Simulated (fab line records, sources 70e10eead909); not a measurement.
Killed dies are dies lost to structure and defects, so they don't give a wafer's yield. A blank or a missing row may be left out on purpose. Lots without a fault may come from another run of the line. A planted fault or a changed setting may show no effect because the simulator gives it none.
A struck lot beside a sound one | flow nand_harc | 40 steps out of a route of 1159
Sound: wafers L119.1, L119.3, L119.6. Struck: wafers L126.1, L126.4, L126.5. The cause comes at the end.
At each step with rows: each side's tool, then ch and its chambers, then its first start. Under that, the readings that differ: sound wafers | struck wafers | difference of the means | sigmas: that difference in standard deviations of wafers without a fault.
alike: readings whose means differ by less than 2 such deviations, and words and numbers that are the same on both sides. not compared: withheld readings, readings that some wafer has no value for, bounds like >300 that may hide the same value, and numbers for which the record gives no deviation and whose values overlap.
The two part at a step that has a row with sigmas, a row that says differs or no value, or rows on one side only. Numbers that don't overlap but have no deviation are shown without sigmas and don't part them. A reading that every wafer of one side lacks parts them only if that side has two wafers or more.

NHARC_P_M2_OVL_MEAS_10: pitch 340 nm.
  sound on overlay-01, day 7 17:07; struck on overlay-01, day 9 09:59
  reading           | sound       | struck         | difference | sigmas
  overlay_y_nm (nm) | 0.3 1.3 1.1 | -0.9 -1.3 -1.0 | -2.0       | -2
  alike: overlay_x_nm
NHARC_P_M2_INSPECT_11:
  sound on defect_inspect-01, day 7 17:10; struck on defect_inspect-02, day 9 10:01
  alike: raw_defect_count
then, 3 steps without rows for these wafers: NHARC_P_M2_DESCUM_14 (chemistry O2, time 3 s); NHARC_P_M2_ETCH_35 (etches the open film in N2/H2, target depth 40 nm, overetch 12 nm, time 43.94 s); NHARC_P_M2_ETCH_15 (etches the open film in C4F8/Ar, target depth 182.5 nm, time 91.2 s).
NHARC_P_M2_CD_MEAS_16:
  sound on cd_sem-02, day 7 17:41; struck on cd_sem-02, day 9 10:23
  alike: cd_nm
then, 4 steps without rows for these wafers: NHARC_P_M2_STRIP_18 (strips in N2/H2); NHARC_P_M2_ETCH_28 (etches the open film in CF4/N2, target depth 30 nm, time 72.99 s); NHARC_P_M2_STRIP_19 (strips in post etch residue remover, time 600 s); NHARC_P_M2_DEGAS_29 (time 60 s).
NHARC_P_M2_PRE_CLEAN_30: time 30 s.
  sound on pvd_sputter-02; struck on pvd_sputter-02
  alike: heater_power_w
then, 1 step without rows for these wafers: NHARC_P_M2_PVD_20 (deposits TaN, target thk 5 nm, time 8.06 s).
NHARC_P_M2_PVD_21: deposits Cu, target thk 30 nm, time 20.49 s.
  sound on pvd_sputter-02, day 7 18:48; struck on pvd_sputter-02, day 9 11:19
  alike: throttle_valve_pct
then, 2 steps without rows for these wafers: NHARC_P_M2_ECD_22 (material Cu, target thk 400 nm); NHARC_P_M2_ANNEAL_31 (time 90 s).
NHARC_P_M2_CMP_23: polishes, t overpolish 20 s, target thk 144.3 nm.
  sound on cmp-01 ch 0,2, day 7 19:40; struck on cmp-04 ch 0,3, day 9 12:11
  reading             | sound          | struck         | difference | sigmas
  motor_current_A (A) | 11.8 11.1 11.6 | 13.8 14.0 14.3 | +2.5       | +2
  alike: time_to_endpoint_s
then, 2 steps without rows for these wafers: NHARC_P_M2_SRD_25; NHARC_P_M2_PRE_CLEAN_32 (time 12 s).
NHARC_P_M2_DEP_33: deposits SiCN, target thk 30 nm.
  sound on pecvd-01 ch 0,1, day 7 20:19; struck on pecvd-01 ch 0,1,2, day 9 12:56
  alike: heater_power_w
NHARC_P_BONDPAD_DEP_00: deposits SiCN, target thk 250 nm.
  sound on pecvd-01 ch 0,1; struck on pecvd-01 ch 1,2
  alike: heater_power_w
then, 1 step without rows for these wafers: NHARC_P_BONDPAD_CMP_32 (polishes SiCN, target thk 200 nm).
NHARC_P_BONDPAD_THK_MEAS_33: measures by ellipsometry.
  sound on film_metro-01, day 7 21:23; struck on film_metro-02, day 9 14:25
  alike: thk_nm
then, 10 steps without rows for these wafers: NHARC_P_BONDPAD_SRD_34; NHARC_P_BONDPAD_DEHYDRATE_01 (time 120 s); NHARC_P_BONDPAD_HMDS_02 (time 30 s); NHARC_P_BONDPAD_COAT_36 (time 65 s); NHARC_P_BONDPAD_COAT_03 (resist thk 600 nm); NHARC_P_BONDPAD_SOFTBAKE_04 (time 70 s); NHARC_P_BONDPAD_EBR_05; NHARC_P_BONDPAD_EXPOSE_06 (exposes mask P BPAD); NHARC_P_BONDPAD_PEB_07 (peb time 80 s); NHARC_P_BONDPAD_DEVELOP_08 (time 50 s).
NHARC_P_BONDPAD_CD_MEAS_09: target cd 500 nm.
  sound on cd_sem-03 ch 0, day 7 21:58; struck on cd_sem-03 ch 0, day 9 14:52
  alike: cd_nm
NHARC_P_BONDPAD_OVL_MEAS_38:
  sound on overlay-01, day 7 22:03; struck on overlay-02, day 9 14:57
  reading           | sound | struck   | difference | sigmas
  overlay_x_nm (nm) | 6 6 6 | -9 -9 -9 | -15        | -2
  alike: overlay_y_nm
then, 2 steps without rows for these wafers: NHARC_P_BONDPAD_HARDBAKE_10 (time 65 s); NHARC_P_BONDPAD_DESCUM_11 (chemistry O2, time 3 s).
NHARC_P_BONDPAD_ETCH_37: etches the open film in N2/H2, target depth 60 nm, overetch 18 nm, time 65.91 s.
  sound on rie_diel-06 ch 1,3, day 7 22:17; struck on rie_diel-06 ch 1,2,3, day 9 15:10
  alike: drypump_motor_current_A, oes_product_au, rf_vpp_V, showerhead_plenum_p_Torr, throttle_valve_pct
  not compared: rf_hours_counter_h
then, 1 step without rows for these wafers: NHARC_P_BONDPAD_ETCH_12 (etches the open film in CHF3/O2, target depth 200 nm, time 100 s).
NHARC_P_BONDPAD_CD_MEAS_13:
  sound on cd_sem-03, day 7 22:33; struck on cd_sem-02, day 9 15:23
  alike: cd_nm
-- the record jumps here: 13 days lie between the struck wafers' starts before and after (it left off in module P_BONDPAD and takes up again in module END, whose first step shown is number 1159 of the route) --
NHARC_END_SORT_01:
  the record has rows for the struck wafers here (prober-01 ch 0, day 22 15:13) and none for the sound ones

WHERE THEY PART
First at NHARC_P_M2_OVL_MEAS_10; last, within this record, at NHARC_END_SORT_01.

WHY: what the simulator had put in
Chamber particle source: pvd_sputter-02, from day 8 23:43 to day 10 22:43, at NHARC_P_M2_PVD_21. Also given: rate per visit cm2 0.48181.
